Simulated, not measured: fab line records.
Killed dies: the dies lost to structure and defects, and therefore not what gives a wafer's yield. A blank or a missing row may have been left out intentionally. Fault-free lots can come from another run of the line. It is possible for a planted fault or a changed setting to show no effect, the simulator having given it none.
Matching of chambers ; flow nand harc ; 4 sister chambers for NHARC_A_M0_DESCUM_14 on rie diel-04
The step chemistry O2, time 3 s. 7 wafers are shown with their chamber, then 11 later ones without.

## WAFERS WITH THEIR CHAMBER
wafer;chamber;showerhead plenum p Torr (Torr);oes product au (a.u.)
L076.6;0;1.90;1.019
L082.5;2;1.87;0.979
L084.4;2;1.87;0.997
L090.1;1;1.90;0.987
L090.3;3;1.95;0.976
L090.4;1;1.89;0.986
L089.2;3;1.95;0.975

## WAFERS WITHOUT THEIR CHAMBER
wafer;showerhead plenum p Torr (Torr);oes product au (a.u.)
L089.3;1.90;1.001
L089.5;1.89;0.977
L091.2;1.89;0.985
L091.4;1.87;0.987
L091.5;1.95;0.965
L096.3;1.94;0.981
L096.4;1.90;1.001
L096.6;1.87;0.982
L097.2;1.90;1.010
L097.4;1.89;0.991
L097.5;1.90;1.002

## WHICH CHAMBER EACH WENT THROUGH
wafer;from the rows above;in truth
L089.3;can't be placed: 1 or 0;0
L089.5;1;1
L091.2;1;1
L091.4;2;2
L091.5;3;3
L096.3;3;3
L096.4;can't be placed: 1 or 0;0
L096.6;2;2
L097.2;0;0
L097.4;1;1
L097.5;can't be placed: 0 or 1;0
Correctly placed: 8 of 11. Not placeable from these rows: 3 (in 3, the candidates include the true chamber). Wrongly placed: 0.
How it was worked out, from the rows above alone: a wafer's distance from a chamber is the root of the sum, over the readings, of the square of ((its reading less the chamber's mean) divided by the reading's scatter). The wafer belongs to the nearest chamber; if the next one is less than 2 further off, it can't be placed. A chamber's mean is the mean of its shown wafers. How the scatter is found: for the shown wafers, subtract from each reading the mean of its chamber, square and add these, divide the total by (wafers less chambers), then take the root.
